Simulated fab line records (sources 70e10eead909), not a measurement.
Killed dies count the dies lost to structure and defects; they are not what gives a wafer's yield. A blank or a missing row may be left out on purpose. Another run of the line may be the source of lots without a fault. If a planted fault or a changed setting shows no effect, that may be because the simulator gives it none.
fab line records	flow nandHarc
record: lots: 14	wafers: 42	lastDay: 34
route steps=1302 shown A_STAIRCASE@849 THIN_TSV@1250 END@1302
lots with no fault: from the same line, run without faults
startH: start of the lot's first displayed wafer, in hours after the record's first day	waitH: time in hours since the lot's previous step	" unchanged from the row above	L1.1+2: one row covering several wafers at once	- no value present, or no start provided	* or withheld: withheld	< > ~ a bound
route shown NAME@n: NAME is a module with steps in the file, n the number in the route of the first one	usual: the fault-free wafers' mean and standard deviation	same: alike in all rows	chamber/n: place in a boat	sites: the reading at each site	_std_site: how widely they spread, as a standard deviation	_edge_site: the outer-site mean with the inner-site mean subtracted	radiusMm: for every site, how far away it sits from the centre of the wafer	mask NAME#n: copy n	behind: the most recent tool/chamber to have shaped the wafer	hold: the reason the lot was held/the length of the hold in hours/how it ended	device: transistor that didn't switch, given as n, p or np	end of line: the same wafers' tests at the end of the route	a step with no rows: only its recipe	killed: at the first sort, the dies lost to defects and structure; wafer yield is something else	map: per-die view of a wafer (x killed, . not killed, _ where there is no die)
set.NAME: the setting that was run; set.NAME@STEP: the one run at that earlier step	model.NAME: the simulator's own value behind a step, which no gauge read
route steps across a sampled set of lots; one table per step, one row per wafer
services: when a tool's chamber went out of use (startH, in hours from the record's first day, below 0 if earlier), for how many hours, and the reason
== steps ==
step: NHARC_A_STAIRCASE_CVD_552
recipe: targetThkA: 400	tempC: 700	pressureMtorr: 300	material: SiNx
usual: zonePowerBottomPct: 16.5/1
lot.wafer	tool	chamber	startH	waitH	zonePowerBottomPct
L429.1	lpcvd-01	1	409.30	-	15.4
L429.3	"	1	"	"	15.4
L429.6	"	1	"	"	15.4
L431.1	lpcvd-01	1	415.82	-	15.6
L431.3	"	1	"	"	15.5
L431.5	"	1	"	"	15.3
L432.2	lpcvd-02	0	429.68	-	16.0
L432.3	"	0	"	"	15.7
L432.5	"	0	"	"	15.9
L433.2	lpcvd-02	0	433.54	-	16.1
L433.3	"	0	"	"	15.8
L433.5	"	0	"	"	16.0
L434.3	lpcvd-01	0	449.16	-	16.8
L434.5	"	0	"	"	16.6
L434.6	"	0	"	"	16.5
L438.1	lpcvd-02	1	494.23	-	18.4
L438.2	"	1	"	"	18.4
L438.4	"	1	"	"	18.5
L439.2	lpcvd-02	1	500.20	-	18.4
L439.5	"	1	"	"	18.6
L439.6	"	1	"	"	18.5
L445.3	lpcvd-01	0	551.23	-	16.5
L445.5	"	0	"	"	16.7
L445.6	"	0	"	"	16.4
L447.1	lpcvd-01	1	564.70	-	15.3
L447.3	"	1	"	"	15.1
L447.4	"	1	"	"	15.4
L446.1	lpcvd-01	0	567.92	-	16.4
L446.2	"	0	"	"	16.4
L446.5	"	0	"	"	16.5
L449.2	lpcvd-01	1	595.15	-	15.6
L449.3	"	1	"	"	15.6
L449.4	"	1	"	"	15.3
L450.1	lpcvd-02	1	618.27	-	18.0
L450.2	"	1	"	"	18.3
L450.5	"	1	"	"	18.1
L451.1	lpcvd-01	0	623.50	-	16.6
L451.4	"	0	"	"	16.6
L451.6	"	0	"	"	16.8
L452.1	lpcvd-02	1	642.12	-	18.3
L452.3	"	1	"	"	18.4
L452.5	"	1	"	"	18.6
step: NHARC_THIN_TSV_DEP_43
recipe: targetThkA: 13285	tempC: withheld	pressureTorr: 6.5	rfW: 900	teosFlowSccm: 161.4	flowSccm: 2650	targetThkNm: 1328.5	gas: O2	material: SiO2
usual: mfcPrecursorSccm: 161.3/0.51	showerheadVppV: 1824/80	throttleValvePct: 15.7/0.51
lot.wafer	tool	chamber	startH	waitH	mfcPrecursorSccm	showerheadVppV	throttleValvePct
L429.3	pecvd-03	2	561.71	-	161.7	1880	15.5
L429.1	"	0	"	"	161.3	1792	15.8
L429.6	"	2	"	"	161.8	1854	15.1
L431.3	pecvd-03	2	564.08	-	161.3	1856	15.2
L431.1	"	1	"	"	161.5	1904	16.2
L431.5	"	0	"	"	162.2	1785	15.7
L432.2	pecvd-03	1	577.81	-	161.6	1855	16.2
L432.3	"	2	"	"	161.3	1865	15.1
L432.5	"	0	"	"	161.3	1789	15.5
L433.3	pecvd-04	0	578.97	-	162.2	1941	14.5
L433.2	"	1	"	"	160.8	1648	15.6
L433.5	"	2	"	"	160.0	1905	15.4
L434.3	pecvd-04	2	601.16	-	161.2	1887	15.7
L434.6	"	1	"	"	161.7	1636	16.0
L434.5	"	2	"	"	161.6	1852	15.7
L445.3	pecvd-03	0	694.51	-	161.7	1785	16.0
L445.5	"	0	"	"	161.8	1772	16.1
L445.6	"	1	"	"	162.0	1838	16.6
L447.1	pecvd-01	1	716.16	-	161.7	1842	16.0
L447.3	"	0	"	"	161.9	1740	16.0
L447.4	"	1	"	"	161.2	1799	15.8
L446.2	pecvd-04	2	727.59	-	161.3	1895	15.5
L446.1	"	0	"	"	160.1	1919	14.8
L446.5	"	0	"	"	160.7	1928	14.7
L449.3	pecvd-04	2	737.92	-	160.2	1866	15.6
L449.2	"	0	"	"	161.2	1958	14.8
L449.4	"	1	"	"	161.5	1683	15.8
L450.2	pecvd-01	0	763.01	-	161.6	1708	16.1
L450.1	"	1	"	"	161.5	1876	15.8
L450.5	"	2	"	"	161.2	1799	15.5
L451.1	pecvd-03	1	780.91	-	161.7	1851	16.5
L451.6	"	2	"	"	161.0	1867	15.3
L451.4	"	1	"	"	161.7	1873	16.3
L452.1	pecvd-03	1	800.12	-	161.6	1864	16.2
L452.3	"	2	"	"	161.2	1876	15.5
L452.5	"	0	"	"	161.5	1779	15.9
step: NHARC_THIN_TSV_STRIP_62
recipe: powerW: 1500	tempC: 250	timeS: 20	chemistry: N2/H2
usual: drypumpMotorCurrentA: 5.9/0.67	heaterPowerW: 313/22
lot.wafer	tool	chamber	startH	waitH	drypumpMotorCurrentA	heaterPowerW	rfHoursCounterH
L429.1	plasmaAsher-01	0	565.26	-	6.3	295	7
L429.3	"	1	"	"	4.9	346	-
L429.6	"	1	"	"	4.9	346	-
L431.1	plasmaAsher-02	1	567.64	-	6.6	269	34
L431.3	"	1	"	"	6.6	274	-
L431.5	"	1	"	"	6.6	275	-
L432.2	plasmaAsher-01	0	581.19	-	6.3	299	9
L432.3	"	0	"	"	6.3	294	-
L432.5	"	1	"	"	4.9	344	-
L433.2	plasmaAsher-02	0	582.43	-	6.1	316	36
L433.3	"	1	"	"	6.6	279	-
L433.5	"	0	"	"	6.1	320	-
L434.3	plasmaAsher-01	1	604.57	-	4.9	340	-
L434.6	"	1	"	"	4.9	329	-
L434.5	"	0	"	"	6.3	304	-
L445.3	plasmaAsher-02	0	698.15	-	6.1	324	-
L445.5	"	1	"	"	6.6	280	-
L445.6	"	0	"	"	6.1	316	-
L447.1	plasmaAsher-01	1	719.73	-	4.9	337	2
L447.3	"	1	"	"	4.9	335	-
L447.4	"	0	"	"	6.3	308	-
L446.1	plasmaAsher-01	0	730.90	-	6.3	318	4
L446.2	"	1	"	"	4.9	334	4
L446.5	"	1	"	"	4.9	331	-
L449.2	plasmaAsher-01	0	741.27	-	6.3	312	7
L449.4	"	0	"	"	6.3	304	-
L449.3	"	1	"	"	4.9	345	-
L450.1	plasmaAsher-01	1	766.31	-	4.9	333	11
L450.2	"	0	"	"	6.3	316	11
L450.5	"	0	"	"	6.3	314	-
L451.1	plasmaAsher-01	1	784.11	-	4.9	328	15
L451.4	"	1	"	"	4.9	337	-
L451.6	"	1	"	"	4.9	343	-
L452.1	plasmaAsher-01	0	803.50	-	6.3	313	20
L452.3	"	0	"	"	6.3	317	-
L452.5	"	0	"	"	6.3	312	-
step: NHARC_THIN_TSV_CD_MEAS_33
recipe: targetCdNm: 5000	landingEnergyEv: 500
usual: cdNm: 5000.2/2.2
lot.wafer	tool	chamber	startH	waitH	cdNm
L429.1	cdSem-01	0	568.61	-	4998.5
L429.3	"	0	"	"	5001.3
L429.6	"	0	"	"	5000.8
L431.1	cdSem-02	0	571.00	-	5000.8
L431.3	"	0	"	"	4999.3
L431.5	"	0	"	"	4999.4
L432.2	cdSem-03	0	584.50	-	5002.9
L432.3	"	0	"	"	5002.7
L432.5	"	0	"	"	5001.0
L433.2	cdSem-02	0	585.72	-	4999.4
L433.3	"	0	"	"	5001.7
L433.5	"	0	"	"	5000.5
L434.3	cdSem-03	0	607.71	-	4995.7
L434.5	"	0	"	"	4996.1
L434.6	"	0	"	"	4999.4
L445.3	cdSem-01	0	701.40	-	4998.0
L445.5	"	0	"	"	4998.5
L445.6	"	0	"	"	5001.9
L447.1	cdSem-03	0	723.04	-	5001.2
L447.3	"	0	"	"	5002.0
L447.4	"	0	"	"	5001.7
L446.1	cdSem-01	0	734.18	-	4997.5
L446.2	"	0	"	"	5001.5
L446.5	"	0	"	"	5001.7
L449.2	cdSem-03	0	744.61	-	4999.6
L449.3	"	0	"	"	4996.2
L449.4	"	0	"	"	4999.9
L450.1	cdSem-02	0	769.66	-	5003.7
L450.2	"	0	"	"	4998.8
L450.5	"	0	"	"	5001.9
L451.1	cdSem-03	0	787.39	-	4997.1
L451.4	"	0	"	"	4997.8
L451.6	"	0	"	"	4996.8
L452.1	cdSem-03	0	806.67	-	5000.9
L452.3	"	0	"	"	4997.7
L452.5	"	0	"	"	5001.0
step: NHARC_END_SORT_01
recipe: tempC: 25
usual: killedAtArray: 56/17	killedAtOther: 0.9/1.2	killedAtPeriphery: 3.9/2.5	killedDies: 61/17	killedOpen: 3.2/1.8	killedShort: 2.7/1.7
same: grossDies: 677
lot.wafer	tool	chamber	startH	waitH	hold	killedAtArray	killedAtOther	killedAtPeriphery	killedDies	killedOpen	killedShort
L429.1	prober-02	0	585.60	2.5	-	60	2	5	67	3	7
L429.3	prober-02	0	587.21	3.1	-	66	1	1	68	2	0
L429.6	prober-02	0	589.63	4.0	-	64	3	4	71	2	3
L432.2	prober-01	0	594.45	2.8	-	62	2	4	68	2	2
L432.3	prober-01	0	595.25	3.1	-	79	5	5	89	5	1
L432.5	prober-01	0	596.85	3.7	-	71	4	6	81	3	2
L439.2	prober-01	0	662.32	2.8	awaitDispo/6.6h/scrap	674	1	2	677	3	2
L439.5	prober-01	0	664.71	3.7	awaitDispo/6.6h/scrap	675	1	1	677	3	3
L439.6	prober-01	0	665.50	4.0	awaitDispo/6.6h/scrap	675	1	1	677	1	4
L438.1	prober-02	0	668.34	2.5	awaitDispo/3.4h/scrap	677	0	0	677	5	1
L438.2	prober-02	0	669.16	2.8	awaitDispo/3.4h/scrap	673	0	4	677	2	5
L438.4	prober-02	0	670.79	3.5	awaitDispo/3.4h/scrap	675	0	2	677	4	2
L445.3	prober-01	0	712.21	3.1	-	24	0	5	29	3	2
L445.5	prober-01	0	713.78	3.6	-	29	0	4	33	3	3
L445.6	prober-01	0	714.56	3.9	-	40	0	6	46	4	3
L450.1	prober-01	0	778.71	2.5	-	22	2	4	28	0	2
L450.2	prober-01	0	779.52	2.8	-	25	5	5	35	4	1
L450.5	prober-01	0	781.93	3.7	-	23	0	3	26	4	2
L451.1	prober-02	0	800.26	2.5	-	71	0	7	78	6	4
L451.4	prober-02	0	802.66	3.4	-	77	0	5	82	4	4
L451.6	prober-02	0	804.26	4.0	-	39	0	6	45	3	4
L452.1	prober-01	0	817.12	2.5	-	43	0	6	49	0	3
L452.3	prober-01	0	818.72	3.1	-	80	1	5	86	2	6
L452.5	prober-01	0	820.33	3.7	-	38	1	5	44	4	1
killed by level:class
L429.1 A_CHANNEL_HOLE_D1:chamberFilmFlake=30 A_SLIT:chamberFilmFlake=7 A_CONTACT:chamberFilmFlake=5 A_STAIRCASE:chamberFilmFlake=4 A_WL_FILL:geometricParticle:short=2 P_ZERO_WELL:chamberFilmFlake=2 P_CONTACT:chamberFilmFlake=2 A_CHANNEL_HOLE_D2:chamberFilmFlake=2
L429.3 A_CHANNEL_HOLE_D1:chamberFilmFlake=30 A_SLIT:chamberFilmFlake=22 A_CHANNEL_HOLE_D2:chamberFilmFlake=8 A_STAIRCASE:chamberFilmFlake=3 P_GATE:geometricParticle:open=1 A_CONTACT:geometricParticle:open=1 A_CHANNEL_FILL_D2:chamberFilmFlake=1 A_BLC:chamberFilmFlake=1
L429.6 A_CHANNEL_HOLE_D1:chamberFilmFlake=33 A_SLIT:chamberFilmFlake=12 A_CHANNEL_HOLE_D2:chamberFilmFlake=8 P_ZERO_WELL:chamberFilmFlake=3 THIN_TSV:chamberFilmFlake=3 A_STAIRCASE:chamberFilmFlake=3 A_DECK1_JOINT:geometricParticle:short=2 A_CHANNEL_FILL_D1:chamberFilmFlake=2
L432.2 A_CHANNEL_HOLE_D1:chamberFilmFlake=31 A_SLIT:chamberFilmFlake=16 P_GATE:chamberFilmFlake=3 A_CHANNEL_HOLE_D2:chamberFilmFlake=3 A_CONTACT:chamberFilmFlake=3 A_STAIRCASE:chamberFilmFlake=2 A_BLC:chamberFilmFlake=2 THIN_TSV:chamberFilmFlake=2
L432.3 A_CHANNEL_HOLE_D1:chamberFilmFlake=37 A_SLIT:chamberFilmFlake=28 THIN_TSV:chamberFilmFlake=5 A_CHANNEL_HOLE_D2:chamberFilmFlake=4 P_GATE:chamberFilmFlake=3 A_CONTACT:chamberFilmFlake=3 A_STAIRCASE:chamberFilmFlake=2 P_CONTACT:geometricParticle:open=1
L432.5 A_CHANNEL_HOLE_D1:chamberFilmFlake=34 A_SLIT:chamberFilmFlake=15 A_CHANNEL_HOLE_D2:chamberFilmFlake=7 A_STAIRCASE:chamberFilmFlake=5 P_GATE:chamberFilmFlake=4 THIN_TSV:chamberFilmFlake=4 A_CONTACT:chamberFilmFlake=3 P_ZERO_WELL:chamberFilmFlake=2
L439.2 A_STAIRCASE:areaCvd=597 A_CHANNEL_HOLE_D1:chamberFilmFlake=29 A_SLIT:chamberFilmFlake=27 A_CHANNEL_HOLE_D2:chamberFilmFlake=10 A_CONTACT:chamberFilmFlake=6 P_GATE:geometricParticle:short=1 A_ONON_D2:geometricParticle:short=1 A_WL_FILL:geometricParticle:open=1
L439.5 A_STAIRCASE:areaCvd=593 A_CHANNEL_HOLE_D1:chamberFilmFlake=33 A_SLIT:chamberFilmFlake=18 A_CHANNEL_HOLE_D2:chamberFilmFlake=13 A_CONTACT:chamberFilmFlake=12 P_M0:geometricParticle:open=1 A_ONON_D1:geometricParticle:short=1 A_DECK1_JOINT:geometricParticle:short=1
L439.6 A_STAIRCASE:areaCvd=579 A_SLIT:chamberFilmFlake=36 A_CHANNEL_HOLE_D1:chamberFilmFlake=30 A_CHANNEL_HOLE_D2:chamberFilmFlake=14 A_CONTACT:chamberFilmFlake=8 A_WL_FILL:geometricParticle:short=2 A_CHANNEL_FILL_D1:geometricParticle:short=1 A_DECK1_JOINT:geometricParticle:open=1
L438.1 A_STAIRCASE:areaCvd=631 A_CHANNEL_HOLE_D1:chamberFilmFlake=30 A_CHANNEL_FILL_D1:geometricParticle:open=3 A_DECK1_JOINT:chamberFilmFlake=3 A_SLIT:chamberFilmFlake=2 A_CHANNEL_FILL_D1:geometricParticle:short=1 A_ONON_D2:geometricParticle:open=1 A_M0:geometricParticle:open=1
L438.2 A_STAIRCASE:areaCvd=618 A_CHANNEL_HOLE_D1:chamberFilmFlake=39 P_STI:chamberFilmFlake=2 P_GATE:chamberFilmFlake=2 A_CHANNEL_HOLE_D2:chamberFilmFlake=2 A_DECK1_JOINT:chamberFilmFlake=2 A_CHANNEL_HOLE_D2:unspecified=2 A_CHANNEL_FILL_D2:chamberFilmFlake=2
L438.4 A_STAIRCASE:areaCvd=634 A_CHANNEL_HOLE_D1:chamberFilmFlake=26 A_M1:geometricParticle:open=3 A_SLIT:chamberFilmFlake=3 A_CHANNEL_HOLE_D2:unspecified=2 A_WL_FILL:chamberFilmFlake=2 P_CONTACT:geometricParticle:open=1 A_SOURCE_PLATE:geometricParticle:short=1
L445.3 A_CONTACT:chamberFilmFlake=6 A_CHANNEL_HOLE_D1:chamberFilmFlake=5 A_SLIT:chamberFilmFlake=5 P_STI:chamberFilmFlake=4 A_CHANNEL_FILL_D1:geometricParticle:open=1 A_DECK1_JOINT:geometricParticle:short=1 A_DECK1_JOINT:geometricParticle:open=1 A_CHANNEL_HOLE_D2:geometricParticle:short=1
L445.5 A_CHANNEL_HOLE_D1:chamberFilmFlake=11 A_WL_FILL:chamberFilmFlake=4 P_STI:chamberFilmFlake=3 A_STAIRCASE:chamberFilmFlake=3 A_SLIT:chamberFilmFlake=3 A_CONTACT:chamberFilmFlake=3 A_M1:geometricParticle:open=2 P_CONTACT:geometricParticle:open=1
L445.6 A_CHANNEL_HOLE_D1:chamberFilmFlake=12 A_CONTACT:chamberFilmFlake=8 A_SLIT:chamberFilmFlake=6 P_STI:chamberFilmFlake=5 A_M1:geometricParticle:open=2 A_ZERO_WELL:chamberFilmFlake=2 A_WL_FILL:chamberFilmFlake=2 P_M0:geometricParticle:short=1
L450.1 A_STAIRCASE:chamberFilmFlake=6 A_SLIT:chamberFilmFlake=6 P_ZERO_WELL:chamberFilmFlake=3 A_CONTACT:chamberFilmFlake=3 A_CHANNEL_HOLE_D1:chamberFilmFlake=2 THIN_TSV:chamberFilmFlake=2 A_ONON_D2:geometricParticle:short=1 A_WL_FILL:geometricParticle:short=1
L450.2 A_SLIT:chamberFilmFlake=7 A_CONTACT:chamberFilmFlake=5 THIN_TSV:chamberFilmFlake=5 A_STAIRCASE:chamberFilmFlake=4 P_ZERO_WELL:chamberFilmFlake=3 P_GATE:chamberFilmFlake=2 A_CHANNEL_HOLE_D1:chamberFilmFlake=2 A_BLC:chamberFilmFlake=2
L450.5 A_CONTACT:chamberFilmFlake=5 A_STAIRCASE:chamberFilmFlake=5 A_SLIT:chamberFilmFlake=4 A_WL_FILL:geometricParticle:open=2 P_ZERO_WELL:chamberFilmFlake=2 A_ONON_D1:geometricParticle:short=1 A_CHANNEL_FILL_D1:geometricParticle:open=1 A_CHANNEL_HOLE_D2:geometricParticle:open=1
L451.1 A_SLIT:chamberFilmFlake=27 A_CHANNEL_HOLE_D2:chamberFilmFlake=19 A_CHANNEL_HOLE_D1:chamberFilmFlake=8 P_ZERO_WELL:chamberFilmFlake=4 A_CONTACT:chamberFilmFlake=4 P_CONTACT:geometricParticle:open=2 A_STAIRCASE:chamberFilmFlake=2 A_WL_FILL:chamberFilmFlake=2
L451.4 A_SLIT:chamberFilmFlake=31 A_CHANNEL_HOLE_D2:chamberFilmFlake=16 A_CHANNEL_HOLE_D1:chamberFilmFlake=10 A_STAIRCASE:chamberFilmFlake=5 A_CONTACT:chamberFilmFlake=3 P_ZERO_WELL:chamberFilmFlake=2 P_GATE:chamberFilmFlake=2 P_CONTACT:geometricParticle:open=1
L451.6 A_CHANNEL_HOLE_D2:chamberFilmFlake=10 A_SLIT:chamberFilmFlake=9 P_ZERO_WELL:chamberFilmFlake=3 A_CHANNEL_HOLE_D1:chamberFilmFlake=3 A_STAIRCASE:chamberFilmFlake=3 A_M0:chamberFilmFlake=3 A_WL_FILL:geometricParticle:short=2 A_CONTACT:chamberFilmFlake=2
L452.1 A_CHANNEL_HOLE_D2:chamberFilmFlake=12 A_SLIT:chamberFilmFlake=11 A_CONTACT:chamberFilmFlake=7 P_ZERO_WELL:chamberFilmFlake=3 A_WL_FILL:chamberFilmFlake=3 A_BLC:chamberFilmFlake=3 P_CONTACT:chamberFilmFlake=2 A_CHANNEL_FILL_D1:geometricParticle:short=1
L452.3 A_CHANNEL_HOLE_D2:chamberFilmFlake=34 A_SLIT:chamberFilmFlake=16 A_CONTACT:chamberFilmFlake=7 A_BLC:chamberFilmFlake=6 A_DECK1_JOINT:chamberFilmFlake=4 A_STAIRCASE:chamberFilmFlake=3 P_CONTACT:chamberFilmFlake=2 A_CHANNEL_HOLE_D1:chamberFilmFlake=2
L452.5 A_SLIT:chamberFilmFlake=11 A_CHANNEL_HOLE_D2:chamberFilmFlake=9 A_CONTACT:chamberFilmFlake=5 A_BLC:chamberFilmFlake=5 P_ZERO_WELL:chamberFilmFlake=2 P_CONTACT:chamberFilmFlake=2 A_STAIRCASE:chamberFilmFlake=2 A_DECK1_JOINT:geometricParticle:open=1
== services ==
tool	chamber	startH	hours	kind
lpcvd-02	-	388.50	26.0	pm
plasmaAsher-01	-	388.88	10.2	repair
plasmaAsher-02	-	426.42	9.0	pm
pecvd-03	0	432.71	5.5	repair
pecvd-04	1	435.10	6.7	repair
pecvd-03	2	445.72	9.5	repair
pecvd-04	-	450.56	13.0	pm
plasmaAsher-01	-	466.89	15.7	repair
plasmaAsher-01	-	484.48	2.4	repair
pecvd-04	0	488.03	3.7	repair
plasmaAsher-01	-	519.00	9.0	pm
lpcvd-02	-	530.74	1.9	repair
pecvd-04	1	544.18	4.7	repair
pecvd-03	-	547.00	13.0	pm
pecvd-03	2	597.74	4.7	repair
plasmaAsher-02	-	603.42	9.0	pm
pecvd-04	-	631.56	13.0	pm
pecvd-04	-	678.00	1.0	repair
plasmaAsher-01	-	696.00	9.0	pm
pecvd-03	-	728.44	13.0	pm
pecvd-03	0	745.69	7.7	repair
lpcvd-01	-	774.11	26.0	pm
pecvd-04	-	777.77	0.6	repair
plasmaAsher-02	-	780.42	9.0	pm
== key ==
firstSign: step: NHARC_END_SORT_01	reading: killedAtArray	direction: up	sigmas: 37	usual: 56	struck: 675
effect: step: NHARC_END_SORT_01	reading: killedDies	direction: up	sigmas: 36	usual: 61	struck: 677
moreKillsBornAt: NHARC_A_STAIRCASE_CVD_552@lpcvd-02: 3652
metAt NHARC_A_STAIRCASE_CVD_552
struckLots L438,L439
laterRowsLeftOut L438.1,L438.2,L438.4,L439.2,L439.5,L439.6
testerLeftOut L438,L439
notActingAt NHARC_THIN_TSV_DEP_43,NHARC_THIN_TSV_STRIP_62,NHARC_THIN_TSV_CD_MEAS_33
onsetBetween 433.54 494.23
fault: kind: processParameterDrift	tool: lpcvd-02	chamber: -	onsetH: 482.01	steps: NHARC_A_STAIRCASE_CVD_552	channel: targetThkA	offset: *	shape: step	endH: 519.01	actsIn: *	stated: *
testerLeftOut: of these lots the tester's yield and bins aren't shown, on N5 and GAA mostly nor the transistor test; their killed dies are dies lost to structure and defects alone, not to doping, threshold or leakage, so they don't give the yield
laterRowsLeftOut: the simulator's readings of these wafers behind a module that went badly wrong aren't trusted and aren't shown, but for the sort
